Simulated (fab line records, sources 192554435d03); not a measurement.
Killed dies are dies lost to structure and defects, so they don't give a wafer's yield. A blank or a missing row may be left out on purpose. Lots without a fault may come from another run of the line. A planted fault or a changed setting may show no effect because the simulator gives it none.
Which tool did it? | flow n5_finfet | 13 lots, 35 wafers sampled, at 4 steps of a route of 1938

WHAT THE GAUGES READ, wafer by wafer
N5_BEOL_M5_INSPECT_13: inspects for defects (brightfield). Usual: raw_defect_count 439, standard deviation 97.
lot  | measured     | on                | raw_defect_count | flag
L475 | day 8 16:06  | defect_inspect-02 | 302 352 370      |
L476 | day 8 16:26  | defect_inspect-02 | 487 546 537      |
L477 | day 8 20:54  | defect_inspect-01 | 476 356 478      |
L485 | day 10 14:01 | defect_inspect-02 | 578 411          |
L487 | day 11 10:41 | defect_inspect-01 | 397 307 392      |
L489 | day 12 05:47 | defect_inspect-02 | 346 461          |
L490 | day 12 11:18 | defect_inspect-01 | 481 468          |
L491 | day 12 16:51 | defect_inspect-02 | 474 537          |
L492 | day 12 18:35 | defect_inspect-02 | 357 399 396      |
L493 | day 12 21:55 | defect_inspect-01 | 535 575 434      |
L494 | day 13 06:52 | defect_inspect-02 | 456 451 370      |
L495 | day 13 15:43 | defect_inspect-02 | 508 655 489      |
L496 | day 13 15:56 | defect_inspect-02 | 445 470 474      |

WHICH TOOL RAN EACH LOT (tool, then ch and the chambers of the sampled wafers, then the start)
lot  | N5_BEOL_M4_SPUTTER_92        | N5_BEOL_M5_PECVD_70             | N5_BEOL_M5_COAT_71
L475 | pvd_sputter-02, day 8 10:00  | pecvd-03 ch 0,2, day 8 13:08    | litho_track-03 ch 0, day 8 15:37
L476 | pvd_sputter-01, day 8 10:23  | pecvd-03 ch 0,1,2, day 8 14:43  | litho_track-03 ch 0, day 8 16:05
L477 | pvd_sputter-03, day 8 15:49  | pecvd-02 ch 0,1, day 8 19:38    | litho_track-03 ch 0, day 8 20:33
L485 | pvd_sputter-01, day 10 09:28 | pecvd-02 ch 1,2, day 10 12:37   | litho_track-01 ch 0, day 10 13:40
L487 | pvd_sputter-02, day 11 01:07 | pecvd-02 ch 1,2, day 11 05:24   | litho_track-01 ch 0, day 11 09:37
L489 | pvd_sputter-02, day 12 01:55 | pecvd-02 ch 0,2, day 12 05:15   | litho_track-02 ch 0, day 12 05:26
L490 | pvd_sputter-03, day 12 06:49 | pecvd-02 ch 0,1, day 12 09:56   | litho_track-03 ch 0, day 12 10:49
L491 | pvd_sputter-02, day 12 09:28 | pecvd-03 ch 0,2, day 12 14:17   | litho_track-02 ch 0, day 12 16:31
L492 | pvd_sputter-03, day 12 14:00 | pecvd-01 ch 0,2, day 12 17:15   | litho_track-01 ch 0, day 12 18:07
L493 | pvd_sputter-01, day 12 17:21 | pecvd-03 ch 0,1,2, day 12 20:29 | litho_track-03 ch 0, day 12 21:34
L494 | pvd_sputter-03, day 13 01:15 | pecvd-01 ch 0,1, day 13 05:49   | litho_track-01 ch 0, day 13 06:23
L495 | pvd_sputter-03, day 13 10:15 | pecvd-02 ch 0,1,2, day 13 13:22 | litho_track-03 ch 0, day 13 15:22
L496 | pvd_sputter-01, day 13 10:25 | pecvd-01 ch 0,2, day 13 13:32   | litho_track-02 ch 0, day 13 15:28
- N5_BEOL_M4_SPUTTER_92: material Cu, target thk 4.5 nm, time 8.29 s.
- N5_BEOL_M5_PECVD_70: deposits SiO2 from TEOS/O2, target thk 16 nm, time 18 s.
- N5_BEOL_M5_COAT_71: time 60 s, resist thk 5 nm.

WHAT THE TOOLS THEMSELVES READ (means of the sampled wafers that have a number; where no wafer has one, the mark that the record gives instead)
N5_BEOL_M4_SPUTTER_92. Usual: throttle_valve_pct 29.9 %, standard deviation 0.9.
lot  | tool           | throttle_valve_pct (%) | flag
L475 | pvd_sputter-02 | 30.4                   |
L476 | pvd_sputter-01 | 30.6                   |
L477 | pvd_sputter-03 | 30.1                   |
L485 | pvd_sputter-01 | 30.2                   |
L487 | pvd_sputter-02 | 29.1                   |
L489 | pvd_sputter-02 | 30.8                   |
L490 | pvd_sputter-03 | 30.1                   |
L491 | pvd_sputter-02 | 30.6                   |
L492 | pvd_sputter-03 | 30.1                   |
L493 | pvd_sputter-01 | 30.1                   |
L494 | pvd_sputter-03 | 30.1                   |
L495 | pvd_sputter-03 | 30.5                   |
L496 | pvd_sputter-01 | 29.8                   |

N5_BEOL_M5_PECVD_70. Usual: heater_power_outer_w 437 W, standard deviation 53; heater_power_w 753 W, standard deviation 70; showerhead_plenum_p_Torr 8.76 Torr, standard deviation 0.066; throttle_valve_pct 21.9 %, standard deviation 1.
lot  | tool     | heater_power_outer_w (W) | heater_power_w (W) | showerhead_plenum_p_Torr (Torr) | throttle_valve_pct (%) | flag
L475 | pecvd-03 | 373                      | 684                | 8.75                            | 22.3                   |
L476 | pecvd-03 | 455                      | 778                | 8.80                            | 22.7                   |
L477 | pecvd-02 | 457                      | 759                | 8.75                            | 22.0                   |
L485 | pecvd-02 | 431                      | 731                | 8.70                            | 21.7                   |
L487 | pecvd-02 | 434                      | 728                | 8.71                            | 22.2                   |
L489 | pecvd-02 | 446                      | 774                | 8.70                            | 20.9                   |
L490 | pecvd-02 | 470                      | 778                | 8.73                            | 22.0                   |
L491 | pecvd-03 | 458                      | 800                | 8.77                            | 22.0                   |
L492 | pecvd-01 | 434                      | 757                | 8.77                            | 21.4                   |
L493 | pecvd-03 | 432                      | 751                | 8.79                            | 22.6                   |
L494 | pecvd-01 | 432                      | 741                | 8.78                            | 22.2                   |
L495 | pecvd-02 | 462                      | 781                | 8.72                            | 21.7                   |
L496 | pecvd-01 | 413                      | 710                | 8.75                            | 21.5                   |

N5_BEOL_M5_COAT_71. Usual: chill_plate_temp_C 23.02 C, standard deviation 0.095; heater_power_total_W 391.7 W, standard deviation 1.3; spin_speed_rpm 1500.0 rpm, standard deviation 0.98.
lot  | tool           | chill_plate_temp_C (C) | heater_power_total_W (W) | spin_speed_rpm (rpm) | flag
L475 | litho_track-03 | 23.01                  | 391.4                    | 1500.6               |
L476 | litho_track-03 | 23.16                  | 391.8                    | 1330.8               | OFF
L477 | litho_track-03 | 23.05                  | 392.1                    | 1330.5               | OFF
L485 | litho_track-01 | 22.99                  | 391.9                    | 1499.4               |
L487 | litho_track-01 | 22.87                  | 391.4                    | 1499.8               |
L489 | litho_track-02 | 23.03                  | 391.3                    | 1499.7               |
L490 | litho_track-03 | 22.90                  | 391.1                    | 1499.3               |
L491 | litho_track-02 | 23.17                  | 389.7                    | 1500.6               |
L492 | litho_track-01 | 22.99                  | 391.0                    | 1499.3               |
L493 | litho_track-03 | 23.04                  | 392.2                    | 1499.9               |
L494 | litho_track-01 | 22.98                  | 392.1                    | 1500.7               |
L495 | litho_track-03 | 22.86                  | 392.4                    | 1499.6               |
L496 | litho_track-02 | 22.95                  | 391.3                    | 1499.3               |

THE ANSWER, worked out from the rows above alone
Rule: a lot is off if the mean of its wafers that have a number lies more than 3 standard deviations from the usual mean. A lot without any number at a reading at which 4 lots or more have one is off too. The other lots that the step has rows for count as sound. The gauges are gone through in route order, then the tools' own readings, and for those a lot's mean is taken as printed above. The first step at which some lot is off is used, and at that step the reading that is off furthest; a lot without a number counts as furthest.
Off: L476, L477, at N5_BEOL_M5_COAT_71 (spin_speed_rpm).
A tool fits if, at that step or a process step before it, it ran every lot that is off, and no sound lot after the first of them. None of those tried fits.

WHAT THE SIMULATOR HAD PUT IN
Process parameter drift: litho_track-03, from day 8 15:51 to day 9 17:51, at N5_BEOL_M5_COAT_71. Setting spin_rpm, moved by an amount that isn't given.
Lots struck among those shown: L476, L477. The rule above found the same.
